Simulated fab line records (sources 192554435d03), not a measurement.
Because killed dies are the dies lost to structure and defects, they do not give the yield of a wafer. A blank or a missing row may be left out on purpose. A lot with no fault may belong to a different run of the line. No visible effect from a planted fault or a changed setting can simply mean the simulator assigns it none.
Chamber matching ; flow n5-finfet ; N5_BEOL_M5_ETCH_75 on rie-diel-01 has 4 sister chambers
The step etches underlayer in N2/H2, target depth 6.5 nm, time 5.2 s. 4 wafers are shown with their chamber, then 12 later ones without.

== EACH WAFER AND ITS CHAMBER ==
wafer;chamber;drypump-motor-current-A (A)
L084.4;3;6.3
L086.1;0;5.9
L086.2;2;5.4
L086.3;1;5.5

== WAFERS WITHOUT THEIR CHAMBER ==
wafer;drypump-motor-current-A (A)
L089.1;5.6
L089.3;5.4
L089.6;5.4
L087.2;5.9
L087.4;5.9
L087.6;5.6
L094.2;5.9
L094.5;6.3
L094.6;5.9
L097.1;5.9
L097.3;5.4
L097.5;6.3

== WHICH CHAMBER EACH WENT THROUGH ==
wafer;from the rows above;in truth
L089.1;1;1
L089.3;2;2
L089.6;2;2
L087.2;0;0
L087.4;0;0
L087.6;1;1
L094.2;0;0
L094.5;3;3
L094.6;0;0
L097.1;0;0
L097.3;2;2
L097.5;3;3
12 of 12 placed correctly. Can't be placed from these rows: 0. 0 placed wrongly.
How it was worked out, from the rows above alone: a wafer's distance from a chamber is the root of the sum, over the readings, of the square of ((its reading less the chamber's mean) divided by the reading's scatter). If the next closest chamber is less than 2 further off than the closest, the wafer can't be placed; otherwise it belongs to the closest. Each chamber's mean is taken over the wafers shown for it. The scatter: root of mean squared gap, hidden wafer to nearest shown wafer, with one shown wafer a chamber.
